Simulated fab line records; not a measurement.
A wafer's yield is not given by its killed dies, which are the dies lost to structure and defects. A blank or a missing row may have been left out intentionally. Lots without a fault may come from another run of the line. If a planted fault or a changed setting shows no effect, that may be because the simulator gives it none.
fab line records	flow n5Finfet
record: lots: 5	wafers: 15	lastDay: 17
route steps=1938 shown BEOL_M4@1099 BEOL_M5@1112 BEOL_M7@1305 PASSIVATION@1936
lots untouched by any fault: they come from a run of this same line in which no faults occurred
startH: hours from the record's first day to the start of the lot's first wafer shown	waitH: time in hours since the lot's previous step	" repeats the value in the row above	L1.1+2: several wafers, shown together as one row	- value missing, or start not given	* or withheld: withheld	< > ~ a bound
route shown NAME@n: NAME is a module with steps in the file, n the number in the route of the first one	usual: mean and standard deviation over wafers with no fault	same: alike in all rows	chamber/n: place in a boat	sites: per-site readings	_std_site: the values' standard deviation	_edge_site: mean of outer sites minus mean of inner sites	radiusMm: how far each site lies from the wafer's centre	mask NAME#n: copy n	behind: the last tool/chamber to shape the wafer	hold: why the lot went on hold/how many hours it stayed there/how the hold came to an end	device: transistor that didn't switch, given as n, p or np	end of line: the route-end tests of the same wafers	a step without rows: its recipe alone	killed: count of dies lost to structure and defects at first sort (not the wafer's yield)	map: shows each die of a wafer: x if killed, . if not, _ if none is there
set.NAME: the setting that was run; set.NAME@STEP: the one run at that earlier step	model.NAME: the simulator's own value behind a step, which no gauge read
lots seen at some steps along the route; tables by step, rows by wafer
services: the hour from which a tool's chamber was out of use, counted from the record's first day as startH (under 0 if before that day), plus the number of hours and why
== steps ==
step: N5_BEOL_M4_ANNEAL_95
recipe: tempC: 400	timeS: 240	ambient: vacuum
step: N5_BEOL_M4_SPUTTER_96
recipe: material: Cu	targetThkA: 45	tempC: -20	chamberPressurePa: 0.07	powerW: withheld	timeS: 8.29
step: N5_BEOL_M4_ECD_50
recipe: material: Cu	targetThkA: 3000
step: N5_BEOL_M4_ANNEAL_51
recipe: tempC: 225	timeS: 90	ambient: N2
step: N5_BEOL_M4_CMP_52
recipe: stopOn: SiOC	tOverpolishS: 6.8	downForcePsi: 1	platenRpm: 50	clearingPlatenDownForcePsi: 1.5	clearingPlatenRpm: 50	postCmpClean: cuAlkaline	targetThkNm: 40	clearingPlatenPadVelocityMS: 0.99484	padVelocityMS: 0.99484
step: N5_BEOL_M4_PRE_CLEAN_60
recipe: gas: NH3/H2	timeS: 15	tempC: *	rfPowerW: 300
step: N5_BEOL_M4_CO_CAP_55
recipe: material: Co	targetThkA: 20	tempC: 200	precursor: CCTBA/H2	pressureTorr: 30	timeS: 102.1
step: N5_BEOL_M4_PRE_CLEAN_56
recipe: gas: NH3	timeS: 15	tempC: withheld	rfPowerW: 300
step: N5_BEOL_M4_DEP_57
recipe: material: SiCN	targetThkA: 80	tempC: withheld	precursor: 3MS/NH3	pressureTorr: 3	rfW: 202	timeS: 14
step: N5_BEOL_M4_RC_MEAS_101
usual: DIBL_N: 36.5/1.8	DIBL_P: 36.5/2.1	IOFF_N: 0.17/0.031	IOFF_P: 0.22/0.036	ION_N: 677/11	ION_P: 463/8	SS_N: 71.6/0.61	SS_P: 73.3/0.63	VT_N: 249/3.1	VT_P: -250/3.3
lot.wafer	tool	chamber	startH	waitH	DIBL_N[mV/V]	DIBL_P[mV/V]	IOFF_N[nA/um]	IOFF_P[nA/um]	ION_N[uA/um]	ION_P[uA/um]	SS_N[mV/dec]	SS_P[mV/dec]	VT_N[mV]	VT_P[mV]
L476.1	prober-02	0	243.29	0.0	35.5	34.6	0.15	0.18	670	454	71.0	72.6	249	-249
L476.2	"	0	"	"	39.4	39.3	0.24	0.26	686	463	72.3	74.0	243	-245
L476.5	"	0	"	"	37.8	37.6	0.21	0.23	685	462	71.8	73.6	246	-249
L479.1	prober-01	0	252.62	0.0	36.0	36.4	0.15	0.22	666	460	71.2	73.4	252	-247
L479.2	"	0	"	"	36.3	36.3	0.17	0.22	682	470	72.2	73.4	247	-248
L479.5	"	0	"	"	35.3	34.5	0.14	0.19	659	458	71.3	72.6	250	-250
L480.1	prober-01	0	264.95	0.0	37.3	38.1	0.18	0.22	677	459	71.7	73.4	247	-250
L480.2	"	0	"	"	35.7	36.1	0.14	0.18	670	457	72.3	73.2	253	-253
L480.5	"	0	"	"	37.8	38.8	0.19	0.23	675	458	71.7	73.5	246	-251
L481.1	prober-01	0	271.46	0.0	39.1	40.1	0.22	0.27	694	472	72.0	74.2	244	-249
L481.3	"	0	"	"	36.1	36.4	0.15	0.20	671	461	71.2	72.8	250	-251
L481.5	"	0	"	"	37.0	36.9	0.16	0.21	677	463	71.9	72.8	251	-249
L487.4	prober-02	0	313.24	0.5	37.9	38.7	0.20	0.28	678	472	71.8	73.9	244	-245
L487.5	"	0	"	"	37.9	38.7	0.21	0.28	685	470	71.8	73.9	245	-244
L487.6	"	0	"	"	39.4	40.0	0.22	0.30	688	477	72.4	74.3	244	-244
step: N5_BEOL_M5_ILD_DEP_00
recipe: material: SiCOH_lowk	targetThkA: 1406.4	tempC: 300	precursor: DEMS/porogen	pressureTorr: 5	rfW: 500	timeS: 25.9
step: N5_BEOL_M5_CURE_79
recipe: tempC: 385	timeS: 240	ambient: He/Ar	material: SiCOH_lowk
step: N5_BEOL_M5_PECVD_70
recipe: material: SiO2	targetThkA: 160	tempC: 400	precursor: TEOS/O2	pressureTorr: 5.5	rfW: 450	teosFlowSccm: 53.8	gas: O2	flowSccm: 3000	timeS: 18
step: N5_BEOL_M5_HM_DEP_02
recipe: material: TiN	targetThkA: 200	tempC: 25	chamberPressurePa: 0.49996
step: N5_BEOL_M5_COAT_59
recipe: resist: SOC	tempC: 250	timeS: 60	spinRpm: 1500	resistThkNm: 60
step: N5_BEOL_M5_COAT_60
recipe: resist: SiARC	tempC: 220	timeS: 60	spinRpm: 1500	resistThkNm: 12
step: N5_BEOL_M5_COAT_71
recipe: resist: underlayer	tempC: 205	timeS: 60	spinRpm: 1500	resistThkNm: 5
step: N5_BEOL_M5_COAT_05
recipe: resist: CAR-EUV	spinRpm: 1500	resistThkNm: 30
step: N5_BEOL_M5_EBR_07
recipe: solvent: PGMEA	ebrWidthMm: 1.5
step: N5_BEOL_M5_SOFTBAKE_06
recipe: tempC: 110	timeS: 60	resist: CAR-EUV
step: N5_BEOL_M5_EXPOSE_08
recipe: maskId: M5	na: 0.33	sourceShape: annular	sigmaInner: 0.4	sigmaOuter: 0.8	polarization: unpolarized	targetCdNm: 28	doseMj: 35.75
step: N5_BEOL_M5_PEB_09
recipe: pebTempC: 100	pebTimeS: 60	resist: CAR-EUV
step: N5_BEOL_M5_DEVELOP_10
recipe: developTimeS: 30	developer: TMAH	resist: CAR-EUV	rinseLiquid: surfactantRinse	dry: airSpin	devTempC: 23
step: N5_BEOL_M5_DESCUM_16
recipe: chemistry: O2	timeS: 7	sourcePowerW: 50	biasPowerW: 20	pressureMtorr: 20	rfFrequencyHz: 2.712e+07	tempC: 40	resist: CAR-EUV	o2FlowSccm: 225
step: N5_BEOL_M5_ETCH_72
recipe: chemistry: N2/H2	target: underlayer	targetDepthA: 65	maskMaterial: CAR-EUV	timeS: 5.2	ionEnergyEv: 200	pressureMtorr: 30	sourceW: 840	biasW: 150	n2FlowSccm: 200	h2FlowSccm: 200	ends: cleared
step: N5_BEOL_M5_ETCH_61
recipe: chemistry: CF4	target: SiARC	targetDepthA: 156	maskMaterial: CAR-EUV	timeS: 26	ionEnergyEv: 80	pressureMtorr: 40	sourceW: 545	biasW: 36	Ar_flow_sccm: 100	cf4FlowSccm: 100	ends: cleared
step: N5_BEOL_M5_ETCH_62
recipe: chemistry: N2/H2	target: SOC	targetDepthA: 750	overetchA: 150	maskMaterial: SiARC	tempC: 40	timeS: 112.5	ionEnergyEv: 200	pressureMtorr: 30	sourceW: 840	biasW: 150	n2FlowSccm: 200	h2FlowSccm: 200
step: N5_BEOL_M5_STRIP_63
recipe: chemistry: N2/H2	tempC: 40	n2FlowSccm: 200	h2FlowSccm: 200	rfFrequencyHz: 6e+07
step: N5_BEOL_M5_STRIP_73
recipe: chemistry: N2/H2	tempC: 40	n2FlowSccm: 200	h2FlowSccm: 200	rfFrequencyHz: 6e+07
step: N5_BEOL_M5_STRIP_64
recipe: chemistry: CF4	resist: SiARC	powerW: 300	biasPowerW: 75	pressureMtorr: 50	cf4FlowSccm: 150	rfFrequencyHz: 6e+07
step: N5_BEOL_M5_HM_OPEN_17
recipe: chemistry: Cl2/BCl3	targetDepthA: 200	overetchA: 60	target: TiN	maskMaterial: SOC	ionEnergyEv: 150	pressureMtorr: 10	icpW: 1000	biasW: 126	Cl2_flow_sccm: 53.25	bcl3FlowSccm: 21.75	Ar_flow_sccm: 25
step: N5_BEOL_M5_STRIP_19
recipe: chemistry: O2	powerW: 400	tempC: 40	pressureMtorr: 30	rfFrequencyHz: 6e+07	biasPowerW: 0	overashFraction: 0.2	o2FlowSccm: 225
step: N5_BEOL_M5_COAT_65
recipe: resist: SOC	tempC: 250	timeS: 60	spinRpm: 1500	resistThkNm: 60
step: N5_BEOL_M5_COAT_66
recipe: resist: SiARC	tempC: 220	timeS: 60	spinRpm: 1500	resistThkNm: 12
step: N5_BEOL_M7_VIA_ETCH_34
recipe: chemistry: C4F6/O2	target: SiCOH_lowk	targetDepthA: 1255	maskMaterial: SOC	taperDeg: 4	timeS: 50.5	ionEnergyEv: 250	pressureMtorr: 30	sourceW: 345	biasW: 185	Ar_flow_sccm: 300	C4F6_flow_sccm: 10	O2_flow_sccm: 10
usual: C4F6_flow_sccm: 10.00/0.033	O2_flow_sccm: 10.002/0.027	drypumpMotorCurrentA: 5.7/0.39	oes_o_777_au: 0.79/0.097	oesProductAu: 0.78/0.095	rfVppV: 661/9.4	showerheadPlenumPTorr: 2.85/0.087	throttleValvePct: 20.88/0.26
lot.wafer	tool	chamber	startH	waitH	C4F6_flow_sccm	O2_flow_sccm	drypumpMotorCurrentA	oes_o_777_au	oesProductAu	rfHoursCounterH	rfVppV	showerheadPlenumPTorr	throttleValvePct	model.SiARC_of_BEOL_M7_COAT_64.thkNm	model.SOC_of_BEOL_M7_COAT_63.thkNm
L476.1	rieDiel-02	2	268.50	0.0	9.98	9.969	5.8	0.72	0.69	221	658	2.90	20.92	0	54.2
L476.2	"	1	"	"	10.05	9.996	5.2	0.75	0.73	191	646	2.72	20.60	0	54
L476.5	"	0	"	"	10.04	9.958	5.9	0.94	0.97	-	677	3.04	21.24	0	53.8
L479.1	rieDiel-02	1	276.10	0.0	-	-	-	-	-	-	-	-	-	6.6	60
L479.2	"	2	"	"	-	-	-	-	-	-	-	-	-	6.6	60
L479.5	"	2	"	"	-	-	-	-	-	-	-	-	-	6.6	60
L480.1	rieDiel-06	2	290.62	0.0	-	-	-	-	-	-	-	-	-	6.4	60
L480.2	"	0	"	"	-	-	-	-	-	-	-	-	-	6.2	60
L480.5	"	3	"	"	-	-	-	-	-	-	-	-	-	6.2	59.8
L481.1	rieDiel-01	2	299.07	0.0	-	-	-	-	-	-	-	-	-	6.4	60
L481.3	"	1	"	"	-	-	-	-	-	-	-	-	-	6.4	60
L481.5	"	3	"	"	-	-	-	-	-	-	-	-	-	6.6	60
L487.4	rieDiel-06	0	341.05	0.0	9.99	10.042	5.9	0.91	0.86	43	655	2.77	20.71	0	53.6
L487.5	"	1	"	"	9.94	10.037	5.5	0.91	0.91	-	673	2.80	20.58	0	53.6
L487.6	"	0	"	"	9.97	10.007	5.9	0.91	0.87	-	652	2.77	20.72	0	53.6
step: N5_PASSIVATION_PROBE_49
usual: defectLimitedYield: 91.4/1.5	killed_at_M0_to_M3: 35/11	killed_at_M4_up: 16/7	killedAtContacts: 11/5.3	killedAtFrontEnd: 37/11	killedAtOther: 3.1/2.8	killedDies: 102/18	killedOnRim: 13/3.7	killedOpen: 69/15	killedShort: 31/7.8	sort_bin_5_function: 5.1/1.1	sort_bin_6_memory: 3.2/0.69	sortNPass: 1078/18	sortYieldPct: 91.4/1.5
same: grossDies: 1180	killedAtBackSide: 0	sort_bin_4_leakage[%]: 0	sort_bin_8_speed[%]: 0
lot.wafer	tool	chamber	startH	waitH	defectLimitedYield[%]	killed_at_M0_to_M3	killed_at_M4_up	killedAtContacts	killedAtFrontEnd	killedAtOther	killedDies	killedOnRim	killedOpen	killedShort	sort_bin_5_function[%]	sort_bin_6_memory[%]	sortNPass	sortYieldPct[%]
L476.1	prober-02	-	345.99	0.0	90.7	29	20	16	43	2	110	14	80	28	5.7	3.2	1070	90.7
L476.2	prober-02	-	346.04	0.1	92.9	28	17	18	21	0	84	11	53	31	4.1	2.7	1096	92.9
L476.5	prober-02	-	346.19	0.2	93.9	30	9	8	24	1	72	10	42	27	4.0	1.7	1108	93.9
L479.1	prober-01	-	356.60	0.0	0	35	1086	6	51	2	1180	152	81	29	95.5	4.0	0	0
L479.2	prober-01	-	356.65	0.1	0	45	1065	2	59	9	1180	152	83	46	96.8	3.0	0	0
L479.5	prober-01	-	356.80	0.2	0	31	1085	9	50	5	1180	152	72	35	96.1	3.6	0	0
L480.1	prober-01	-	373.63	0.0	0	28	1080	16	45	11	1180	152	82	36	95.8	3.6	0	0
L480.2	prober-01	-	373.68	0.1	0	48	1066	16	48	2	1180	152	82	45	95.6	4.0	0	0
L480.5	prober-01	-	373.83	0.2	0	37	1088	14	37	4	1180	152	73	27	97.0	2.9	0	0
L481.1	prober-02	-	380.65	0.0	0	34	1109	1	29	7	1180	152	62	25	97.3	2.5	0	0
L481.3	prober-02	-	380.75	0.1	0	41	1079	4	44	12	1180	152	75	38	96.0	3.5	0	0
L481.5	prober-02	-	380.85	0.2	0	36	1114	6	19	5	1180	152	50	28	97.6	2.2	0	0
killed by level:class
L476.1 MOL_CONTACT_COAG:geometricParticle:open=15 STI_FIN_REVEAL:geometricParticle:open=8 DUMMY_GATE:geometricParticle:open=8 BEOL_M2:geometricParticle:open=8 GATE_CUT:geometricParticle:open=6 BEOL_M0_SAQP:geometricParticle:open=6 BEOL_M4:geometricParticle:open=5 BEOL_M0_SAQP:geometricParticle:short=5
L476.2 MOL_CONTACT_COAG:geometricParticle:open=13 BEOL_M4:geometricParticle:open=8 BEOL_M0_SAQP:geometricParticle:short=7 BEOL_M0_SAQP:geometricParticle:open=6 MOL_CONTACT_COAG:geometricParticle:short=5 BEOL_M2:geometricParticle:open=5 STARTING-WAFER:geometricParticle:open=4 GATE_CUT:geometricParticle:open=3
L476.5 BEOL_M2:geometricParticle:open=12 BEOL_M0_SAQP:geometricParticle:short=7 MOL_CONTACT_COAG:geometricParticle:open=6 DUMMY_GATE:geometricParticle:open=5 BEOL_M0_SAQP:geometricParticle:open=4 GATE_CUT:geometricParticle:short=3 BEOL_M3:geometricParticle:short=3 BEOL_M4:geometricParticle:open=3
L479.1 BEOL_M7:areaEtch=1069 FIN_SAQP:geometricParticle:open=14 FIN_SAQP:geometricParticle:short=12 BEOL_M3:geometricParticle:open=9 BEOL_M1:geometricParticle:open=9 BEOL_M2:geometricParticle:open=8 BEOL_M4:geometricParticle:open=8 STI_FIN_REVEAL:geometricParticle:open=6
L479.2 BEOL_M7:areaEtch=1051 FIN_SAQP:geometricParticle:open=18 FIN_SAQP:geometricParticle:short=14 BEOL_M0_SAQP:geometricParticle:short=11 BEOL_M0_SAQP:geometricParticle:open=11 STI_FIN_REVEAL:geometricParticle:open=7 DUMMY_GATE:geometricParticle:open=5 BEOL_M2:geometricParticle:open=5
L479.5 BEOL_M7:areaEtch=1072 FIN_SAQP:geometricParticle:open=16 FIN_SAQP:geometricParticle:short=11 BEOL_M2:geometricParticle:open=8 BEOL_M1:geometricParticle:open=7 MOL_CONTACT_COAG:geometricParticle:open=6 BEOL_M0_SAQP:geometricParticle:short=6 GATE_CUT:geometricParticle:open=5
L480.1 BEOL_M7:areaEtch=1062 FIN_SAQP:geometricParticle:open=13 MOL_CONTACT_COAG:geometricParticle:open=13 BEOL_M4:geometricParticle:open=8 FIN_SAQP:geometricParticle:short=7 BEOL_M2:geometricParticle:open=7 GATE_CUT:geometricParticle:open=6 GATE_CUT:geometricParticle:short=5
L480.2 BEOL_M7:areaEtch=1052 FIN_SAQP:geometricParticle:open=17 MOL_CONTACT_COAG:geometricParticle:open=12 BEOL_M0_SAQP:geometricParticle:open=10 BEOL_M2:geometricParticle:open=10 FIN_SAQP:geometricParticle:short=9 BEOL_M0_SAQP:geometricParticle:short=8 STI_FIN_REVEAL:geometricParticle:open=7
L480.5 BEOL_M7:areaEtch=1080 MOL_CONTACT_COAG:geometricParticle:open=11 BEOL_M3:geometricParticle:open=10 BEOL_M1:geometricParticle:open=8 STI_FIN_REVEAL:geometricParticle:open=7 BEOL_M0_SAQP:geometricParticle:open=6 FIN_SAQP:geometricParticle:short=5 DUMMY_GATE:geometricParticle:open=5
L481.1 BEOL_M7:areaEtch=1092 STI_FIN_REVEAL:geometricParticle:open=11 BEOL_M4:geometricParticle:open=8 BEOL_M0:geometricParticle:open=7 BEOL_M0_SAQP:geometricParticle:open=6 BEOL_M3:geometricParticle:open=6 BEOL_M2:geometricParticle:open=5 FIN_SAQP:geometricParticle:open=4
L481.3 BEOL_M7:areaEtch=1066 FIN_SAQP:geometricParticle:short=14 BEOL_M3:geometricParticle:open=14 BEOL_M2:geometricParticle:open=11 FIN_SAQP:geometricParticle:open=10 STI_FIN_REVEAL:geometricParticle:open=6 MIM_TOP:geometricParticle:short=5 BEOL_M4:geometricParticle:open=5
L481.5 BEOL_M7:areaEtch=1102 BEOL_M2:geometricParticle:open=12 BEOL_M2:geometricParticle:short=10 BEOL_M3:geometricParticle:open=8 BEOL_M4:geometricParticle:open=8 FIN_SAQP:geometricParticle:short=4 MOL_CONTACT_COAG:geometricParticle:open=4 STARTING-WAFER:geometricParticle:short=4
map L479.1 (x killed, . not)
_________________xxxxxxxxxxxx________________
______________xxxxxxxxxxxxxxxxxx_____________
___________xxxxxxxxxxxxxxxxxxxxxxxx__________
__________xxxxxxxxxxxxxxxxxxxxxxxxxx_________
________xxxxxxxxxxxxxxxxxxxxxxxxxxxxxx_______
_______xxxxxxxxxxxxxxxxxxxxxxxxxxxxxxxx______
______xxxxxxxxxxxxxxxxxxxxxxxxxxxxxxxxxx_____
_____xxxxxxxxxxxxxxxxxxxxxxxxxxxxxxxxxxxx____
____xxxxxxxxxxxxxxxxxxxxxxxxxxxxxxxxxxxxxx___
___xxxxxxxxxxxxxxxxxxxxxxxxxxxxxxxxxxxxxxxx__
___xxxxxxxxxxxxxxxxxxxxxxxxxxxxxxxxxxxxxxxx__
__xxxxxxxxxxxxxxxxxxxxxxxxxxxxxxxxxxxxxxxxxx_
__xxxxxxxxxxxxxxxxxxxxxxxxxxxxxxxxxxxxxxxxxx_
_xxxxxxxxxxxxxxxxxxxxxxxxxxxxxxxxxxxxxxxxxxxx
_xxxxxxxxxxxxxxxxxxxxxxxxxxxxxxxxxxxxxxxxxxxx
_xxxxxxxxxxxxxxxxxxxxxxxxxxxxxxxxxxxxxxxxxxxx
_xxxxxxxxxxxxxxxxxxxxxxxxxxxxxxxxxxxxxxxxxxxx
_xxxxxxxxxxxxxxxxxxxxxxxxxxxxxxxxxxxxxxxxxxxx
_xxxxxxxxxxxxxxxxxxxxxxxxxxxxxxxxxxxxxxxxxxxx
_xxxxxxxxxxxxxxxxxxxxxxxxxxxxxxxxxxxxxxxxxxxx
_xxxxxxxxxxxxxxxxxxxxxxxxxxxxxxxxxxxxxxxxxxxx
__xxxxxxxxxxxxxxxxxxxxxxxxxxxxxxxxxxxxxxxxxx_
__xxxxxxxxxxxxxxxxxxxxxxxxxxxxxxxxxxxxxxxxxx_
___xxxxxxxxxxxxxxxxxxxxxxxxxxxxxxxxxxxxxxxx__
___xxxxxxxxxxxxxxxxxxxxxxxxxxxxxxxxxxxxxxxx__
____xxxxxxxxxxxxxxxxxxxxxxxxxxxxxxxxxxxxxx___
_____xxxxxxxxxxxxxxxxxxxxxxxxxxxxxxxxxxxx____
______xxxxxxxxxxxxxxxxxxxxxxxxxxxxxxxxxx_____
_______xxxxxxxxxxxxxxxxxxxxxxxxxxxxxxxx______
________xxxxxxxxxxxxxxxxxxxxxxxxxxxxxx_______
__________xxxxxxxxxxxxxxxxxxxxxxxxxx_________
___________xxxxxxxxxxxxxxxxxxxxxxxx__________
______________xxxxxxxxxxxxxxxxxx_____________
_________________xxxxxxxxxxxx________________
map L480.1 (x killed, . not)
_________________xxxxxxxxxxxx________________
______________xxxxxxxxxxxxxxxxxx_____________
___________xxxxxxxxxxxxxxxxxxxxxxxx__________
__________xxxxxxxxxxxxxxxxxxxxxxxxxx_________
________xxxxxxxxxxxxxxxxxxxxxxxxxxxxxx_______
_______xxxxxxxxxxxxxxxxxxxxxxxxxxxxxxxx______
______xxxxxxxxxxxxxxxxxxxxxxxxxxxxxxxxxx_____
_____xxxxxxxxxxxxxxxxxxxxxxxxxxxxxxxxxxxx____
____xxxxxxxxxxxxxxxxxxxxxxxxxxxxxxxxxxxxxx___
___xxxxxxxxxxxxxxxxxxxxxxxxxxxxxxxxxxxxxxxx__
___xxxxxxxxxxxxxxxxxxxxxxxxxxxxxxxxxxxxxxxx__
__xxxxxxxxxxxxxxxxxxxxxxxxxxxxxxxxxxxxxxxxxx_
__xxxxxxxxxxxxxxxxxxxxxxxxxxxxxxxxxxxxxxxxxx_
_xxxxxxxxxxxxxxxxxxxxxxxxxxxxxxxxxxxxxxxxxxxx
_xxxxxxxxxxxxxxxxxxxxxxxxxxxxxxxxxxxxxxxxxxxx
_xxxxxxxxxxxxxxxxxxxxxxxxxxxxxxxxxxxxxxxxxxxx
_xxxxxxxxxxxxxxxxxxxxxxxxxxxxxxxxxxxxxxxxxxxx
_xxxxxxxxxxxxxxxxxxxxxxxxxxxxxxxxxxxxxxxxxxxx
_xxxxxxxxxxxxxxxxxxxxxxxxxxxxxxxxxxxxxxxxxxxx
_xxxxxxxxxxxxxxxxxxxxxxxxxxxxxxxxxxxxxxxxxxxx
_xxxxxxxxxxxxxxxxxxxxxxxxxxxxxxxxxxxxxxxxxxxx
__xxxxxxxxxxxxxxxxxxxxxxxxxxxxxxxxxxxxxxxxxx_
__xxxxxxxxxxxxxxxxxxxxxxxxxxxxxxxxxxxxxxxxxx_
___xxxxxxxxxxxxxxxxxxxxxxxxxxxxxxxxxxxxxxxx__
___xxxxxxxxxxxxxxxxxxxxxxxxxxxxxxxxxxxxxxxx__
____xxxxxxxxxxxxxxxxxxxxxxxxxxxxxxxxxxxxxx___
_____xxxxxxxxxxxxxxxxxxxxxxxxxxxxxxxxxxxx____
______xxxxxxxxxxxxxxxxxxxxxxxxxxxxxxxxxx_____
_______xxxxxxxxxxxxxxxxxxxxxxxxxxxxxxxx______
________xxxxxxxxxxxxxxxxxxxxxxxxxxxxxx_______
__________xxxxxxxxxxxxxxxxxxxxxxxxxx_________
___________xxxxxxxxxxxxxxxxxxxxxxxx__________
______________xxxxxxxxxxxxxxxxxx_____________
_________________xxxxxxxxxxxx________________
== services ==
tool	chamber	startH	hours	kind
rieDiel-06	1	250.77	15.2	repair
rieDiel-02	3	253.91	-	clean
rieDiel-02	3	253.91	-	consumableReplace:focusRing
rieDiel-02	3	253.91	32.5	scheduledDown
rieDiel-02	3	253.91	32.5	ventCycle
rieDiel-01	1	306.06	3.2	repair
rieDiel-01	2	317.52	13.2	repair
rieDiel-06	1	324.83	6.5	repair
rieDiel-06	0	329.54	6.8	repair
rieDiel-01	-	331.02	28.1	pm
rieDiel-02	3	337.71	39.6	repair
== key ==
firstSign: step: N5_BEOL_M7_VIA_ETCH_34	reading: toolRecord	direction: missing
effect: step: N5_PASSIVATION_PROBE_49	reading: killed_at_M4_up	direction: up	sigmas: 99+	usual: 16	struck: 1086
modelEffect: step: N5_BEOL_M7_VIA_ETCH_34	value: SiARC_of_BEOL_M7_COAT_64.thkNm	without: 0	struck: 6.444
moreKillsBornAt: N5_BEOL_M7_VIA_ETCH_34@rieDiel-01: 3260	N5_BEOL_M7_VIA_ETCH_34@rieDiel-06: 3194	N5_BEOL_M7_VIA_ETCH_34@rieDiel-02: 3192
metAt N5_BEOL_M7_VIA_ETCH_34
struckWafers L479.1,L479.2,L479.5,L480.1,L480.2,L480.5,L481.1,L481.3,L481.5
laterRowsLeftOut L479.1,L479.2,L479.5,L480.1,L480.2,L480.5,L481.1,L481.3,L481.5
onsetBetween 268.50 276.10
fault: kind: skippedStepWhole	tool: rieDiel-01,rieDiel-02,rieDiel-06	chamber: -	onsetH: 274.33	steps: N5_BEOL_M7_VIA_ETCH_34	scope: struckLotsOnly
laterRowsLeftOut: the simulator's readings of these wafers behind a module that went badly wrong aren't trusted and aren't shown, but for the sort
